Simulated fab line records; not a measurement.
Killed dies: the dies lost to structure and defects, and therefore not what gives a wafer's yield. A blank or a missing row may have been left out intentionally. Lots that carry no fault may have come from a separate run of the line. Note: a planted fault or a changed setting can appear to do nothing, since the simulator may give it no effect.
Chamber matching / flow n5-finfet / 4 sister chambers for N5_GATE_CUT_ALD_22 on ald-sin-04
The step deposits SiNx, target thk 16 nm, pulse time 1 s, ald cycles 320. 8 wafers are shown with their chamber, then 6 later ones without.

WAFERS WITH THEIR CHAMBER
wafer=L225.1; chamber=2; heater-power-w (W)=789; heater-power-outer-w (W)=476
wafer=L225.2; chamber=3; heater-power-w (W)=880; heater-power-outer-w (W)=526
wafer=L225.6; chamber=1; heater-power-w (W)=831; heater-power-outer-w (W)=504
wafer=L239.1; chamber=3; heater-power-w (W)=911; heater-power-outer-w (W)=525
wafer=L239.4; chamber=1; heater-power-w (W)=853; heater-power-outer-w (W)=508
wafer=L238.2; chamber=2; heater-power-w (W)=762; heater-power-outer-w (W)=470
wafer=L238.4; chamber=0; heater-power-w (W)=816; heater-power-outer-w (W)=487
wafer=L238.5; chamber=0; heater-power-w (W)=816; heater-power-outer-w (W)=499

WAFERS WHOSE CHAMBER IS MISSING
wafer=L242.1; heater-power-w (W)=857; heater-power-outer-w (W)=504
wafer=L242.3; heater-power-w (W)=784; heater-power-outer-w (W)=489
wafer=L242.5; heater-power-w (W)=916; heater-power-outer-w (W)=541
wafer=L243.1; heater-power-w (W)=845; heater-power-outer-w (W)=509
wafer=L243.2; heater-power-w (W)=772; heater-power-outer-w (W)=468
wafer=L243.5; heater-power-w (W)=853; heater-power-outer-w (W)=505

WHICH CHAMBER EACH ONE RAN IN
wafer=L242.1; from the rows above=1; in truth=1
wafer=L242.3; from the rows above=can't be placed: 0 or 2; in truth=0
wafer=L242.5; from the rows above=3; in truth=3
wafer=L243.1; from the rows above=1; in truth=1
wafer=L243.2; from the rows above=2; in truth=2
wafer=L243.5; from the rows above=1; in truth=1
Correctly placed: 5 of 6. These rows do not allow placing 1 (true chamber among the candidates in 1). Placed wrongly: 0.
How it was worked out, from the rows above alone: a wafer's distance from a chamber is the root of the sum, over the readings, of the square of ((its reading less the chamber's mean) divided by the reading's scatter). The wafer belongs to the nearest chamber; if the next one is less than 2 further off, it can't be placed. Each chamber's mean is taken over the wafers shown for it. The scatter is the square root of a quotient: the sum, over the shown wafers, of each reading's squared deviation from its chamber's mean, divided by wafers minus chambers.
